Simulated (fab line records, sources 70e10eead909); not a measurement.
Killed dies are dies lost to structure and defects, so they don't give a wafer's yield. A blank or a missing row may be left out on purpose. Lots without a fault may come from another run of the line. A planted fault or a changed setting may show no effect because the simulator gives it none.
Which tool did it? | flow nand_harc | 13 lots, 38 wafers sampled, at 5 steps of a route of 1159

WHAT THE GAUGES READ, wafer by wafer
NHARC_END_SORT_01. Usual: defect_limited_yield 95.4 %, standard deviation 1.3; killed_at_array 27, standard deviation 8; killed_at_other 0.8, standard deviation 1.2; killed_at_periphery 3.3, standard deviation 2.3; killed_dies 31, standard deviation 8.8; killed_open 3.2, standard deviation 2.1; killed_short 2.1, standard deviation 1.4; sort_bin_2_pct 1.4 %, standard deviation 0.55; sort_bin_3_pct 0.25 %, standard deviation 0.2; sort_bin_4_pct 2.9 %, standard deviation 0.92; sort_n_pass 646, standard deviation 8.8; sort_rim_yield_pct 95.5 %, standard deviation 2.7; sort_yield_pct 95.4 %, standard deviation 1.3.
lot  | measured     | on        | defect_limited_yield (%) | killed_at_array | killed_at_other | killed_at_periphery | killed_dies | killed_open | killed_short | sort_bin_2_pct (%) | sort_bin_3_pct (%) | sort_bin_4_pct (%) | sort_n_pass | sort_rim_yield_pct (%) | sort_yield_pct (%) | flag
L806 | day 23 21:58 | prober-01 | 95.6 0 96.3              | 28 674 23       | 0 0 0           | 2 3 2               | 30 677 25   | 1 6 4       | 3 3 1        | 1.2 97.3 1.6       | 0.15 0.15 0.15     | 3.1 2.5 1.9        | 647 0 652   | 97.2 0 99.1            | 95.6 0 96.3        | OFF
L805 | day 24 05:47 | prober-02 | 94.5 0 95.0              | 32 673 28       | 0 0 0           | 5 4 6               | 37 677 34   | 5 2 2       | 3 0 1        | 1.5 97.0 1.6       | 0 0 0              | 4.0 3.0 3.4        | 640 0 643   | 96.2 0 92.5            | 94.5 0 95.0        | OFF
L803 | day 24 09:04 | prober-01 | 0 95.3                   | 675 29          | 0 1             | 2 2                 | 677 32      | 6 4         | 4 1          | 96.5 1.6           | 0.30 0.15          | 3.2 3.0            | 0 645       | 0 96.2                 | 0 95.3             | OFF

WHICH TOOL RAN EACH LOT (tool, then ch and the chambers of the sampled wafers, then the start)
lot  | NHARC_A_M1_PVD_21            | NHARC_A_BONDPAD_ANNEAL_28        | NHARC_THIN_TSV_DEP_43           | NHARC_THIN_TSV_PRE_CLEAN_54
L787 | pvd_sputter-02, day 18 09:34 | rtp_anneal-02 ch 0, day 18 14:34 | pecvd-01 ch 0,1, day 19 08:26   | pvd_sputter-03, day 19 14:21
L791 | pvd_sputter-03, day 19 12:02 | rtp_anneal-01 ch 0, day 19 17:02 | pecvd-01 ch 0,1,2, day 20 09:26 | pvd_sputter-01, day 20 15:01
L792 | pvd_sputter-02, day 19 12:20 | rtp_anneal-01 ch 0, day 19 17:26 | pecvd-01 ch 0,1, day 20 10:41   | pvd_sputter-01, day 20 16:27
L793 | pvd_sputter-01, day 19 18:14 | rtp_anneal-02 ch 0, day 19 23:41 | pecvd-03 ch 0,1,2, day 20 12:19 | pvd_sputter-01, day 20 18:01
L796 | pvd_sputter-02, day 20 08:13 | rtp_anneal-02 ch 0, day 20 13:39 | pecvd-02 ch 0,1,2, day 21 04:38 | pvd_sputter-02, day 21 10:12
L794 | pvd_sputter-01, day 20 08:38 | rtp_anneal-02 ch 0, day 20 13:55 | pecvd-02 ch 1,2, day 21 05:50   | pvd_sputter-01, day 21 11:34
L801 | pvd_sputter-02, day 21 13:52 | rtp_anneal-02 ch 0, day 21 19:12 | pecvd-03 ch 0,2, day 22 12:18   | pvd_sputter-02, day 22 18:40
L806 | pvd_sputter-02, day 22 10:43 | rtp_anneal-01 ch 0, day 22 15:50 | pecvd-03 ch 0,1, day 23 06:02   | pvd_sputter-02, day 23 11:41
L805 | pvd_sputter-02, day 22 15:32 | rtp_anneal-01 ch 0, day 22 20:52 | pecvd-02 ch 1, day 23 09:30     | pvd_sputter-01, day 23 15:13
L803 | pvd_sputter-02, day 22 15:44 | rtp_anneal-02 ch 0, day 22 21:32 | pecvd-02 ch 0, day 23 10:50     | pvd_sputter-01, day 23 16:51
L807 | pvd_sputter-01, day 23 06:43 | rtp_anneal-01 ch 0, day 23 13:03 | pecvd-03 ch 0,1,2, day 24 01:37 | pvd_sputter-01, day 24 07:16
L808 | pvd_sputter-03, day 23 07:55 | rtp_anneal-02 ch 0, day 23 13:16 | pecvd-01 ch 0,2, day 24 02:52   | pvd_sputter-01, day 24 08:28
L809 | pvd_sputter-03, day 23 20:10 | rtp_anneal-01 ch 0, day 24 01:26 | pecvd-03 ch 0,1, day 24 16:22   | pvd_sputter-03, day 24 22:19
- NHARC_A_M1_PVD_21: deposits Cu, target thk 30 nm, time 20.49 s.
- NHARC_A_BONDPAD_ANNEAL_28: time 90 s.
- NHARC_THIN_TSV_DEP_43: deposits SiO2, target thk 1328.5 nm.
- NHARC_THIN_TSV_PRE_CLEAN_54: time 30 s.

WHAT THE TOOLS THEMSELVES READ (means of the sampled wafers that have a number; where no wafer has one, the mark that the record gives instead)
NHARC_A_M1_PVD_21. Usual: throttle_valve_pct 30.2 %, standard deviation 0.76.
lot  | tool           | throttle_valve_pct (%) | flag
L787 | pvd_sputter-02 | 30.9                   |
L791 | pvd_sputter-03 | 30.3                   |
L792 | pvd_sputter-02 | 30.2                   |
L793 | pvd_sputter-01 | 30.1                   |
L796 | pvd_sputter-02 | 30.6                   |
L794 | pvd_sputter-01 | 30.0                   |
L801 | pvd_sputter-02 | 30.2                   |
L806 | pvd_sputter-02 | 31.0                   |
L805 | pvd_sputter-02 | 30.4                   |
L803 | pvd_sputter-02 | 29.9                   |
L807 | pvd_sputter-01 | 29.7                   |
L808 | pvd_sputter-03 | 30.3                   |
L809 | pvd_sputter-03 | 30.0                   |

NHARC_A_BONDPAD_ANNEAL_28. Usual: anneal_temp_c 225.02 C, standard deviation 0.16; wafer_temp_C_max 225.74, standard deviation 0.27.
lot  | tool          | anneal_temp_c (C) | wafer_temp_C_max | flag
L787 | rtp_anneal-02 | 225.29            | 225.69           |
L791 | rtp_anneal-01 | 225.02            | 225.74           |
L792 | rtp_anneal-01 | 225.27            | 225.57           |
L793 | rtp_anneal-02 | 224.92            | 225.89           |
L796 | rtp_anneal-02 | 225.12            | 225.94           |
L794 | rtp_anneal-02 | 225.17            | 225.96           |
L801 | rtp_anneal-02 | 224.99            | 225.88           |
L806 | rtp_anneal-01 | 225.00            | 225.63           |
L805 | rtp_anneal-01 | 224.94            | 225.76           |
L803 | rtp_anneal-02 | 224.84            | 225.78           |
L807 | rtp_anneal-01 | 225.01            | 225.92           |
L808 | rtp_anneal-02 | 224.98            | 225.78           |
L809 | rtp_anneal-01 | 225.05            | 225.55           |

NHARC_THIN_TSV_DEP_43. Usual: throttle_valve_pct 15.9 %, standard deviation 0.47.
lot  | tool     | throttle_valve_pct (%) | flag
L787 | pecvd-01 | 15.4                   |
L791 | pecvd-01 | 15.8                   |
L792 | pecvd-01 | 15.5                   |
L793 | pecvd-03 | 16.0                   |
L796 | pecvd-02 | 16.0                   |
L794 | pecvd-02 | 15.9                   |
L801 | pecvd-03 | 16.2                   |
L806 | pecvd-03 | 16.1                   |
L805 | pecvd-02 | 16.2                   |
L803 | pecvd-02 | 15.9                   |
L807 | pecvd-03 | 16.0                   |
L808 | pecvd-01 | 15.9                   |
L809 | pecvd-03 | 16.2                   |

NHARC_THIN_TSV_PRE_CLEAN_54. Usual: heater_power_w 419 W, standard deviation 49.
lot  | tool           | heater_power_w (W) | flag
L787 | pvd_sputter-03 | 421                |
L791 | pvd_sputter-01 | 404                |
L792 | pvd_sputter-01 | 361                |
L793 | pvd_sputter-01 | 397                |
L796 | pvd_sputter-02 | 445                |
L794 | pvd_sputter-01 | 385                |
L801 | pvd_sputter-02 | 442                |
L806 | pvd_sputter-02 | 476                |
L805 | pvd_sputter-01 | 352                |
L803 | pvd_sputter-01 | 468                |
L807 | pvd_sputter-01 | 390                |
L808 | pvd_sputter-01 | 353                |
L809 | pvd_sputter-03 | 449                |

THE ANSWER, worked out from the rows above alone
Rule: a lot is off if the mean of its wafers that have a number lies more than 3 standard deviations from the usual mean. A lot without any number at a reading at which 4 lots or more have one is off too. The other lots that the step has rows for count as sound. The gauges are gone through in route order, then the tools' own readings, and for those a lot's mean is taken as printed above. The first step at which some lot is off is used, and at that step the reading that is off furthest; a lot without a number counts as furthest.
Off: L806, L805, L803, at NHARC_END_SORT_01 (sort_bin_2_pct). Neither off nor sound, because the step has no rows for them: L787, L791, L792, L793, L796, L794, L801, L807, L808, L809.
A tool fits if, at a process step before that reading, it ran every lot that is off, and no sound lot after the first of them. The gauges at NHARC_END_SORT_01 are tried like those tools. One fits: pvd_sputter-02 at NHARC_A_M1_PVD_21. It ran no sound lot before its first lot that is off in this sample, so the start can't be narrowed down.

WHAT THE SIMULATOR HAD PUT IN
Process parameter drift: pvd_sputter-02, from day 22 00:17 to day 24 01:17, at NHARC_A_M1_PVD_21. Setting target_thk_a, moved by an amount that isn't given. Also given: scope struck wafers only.
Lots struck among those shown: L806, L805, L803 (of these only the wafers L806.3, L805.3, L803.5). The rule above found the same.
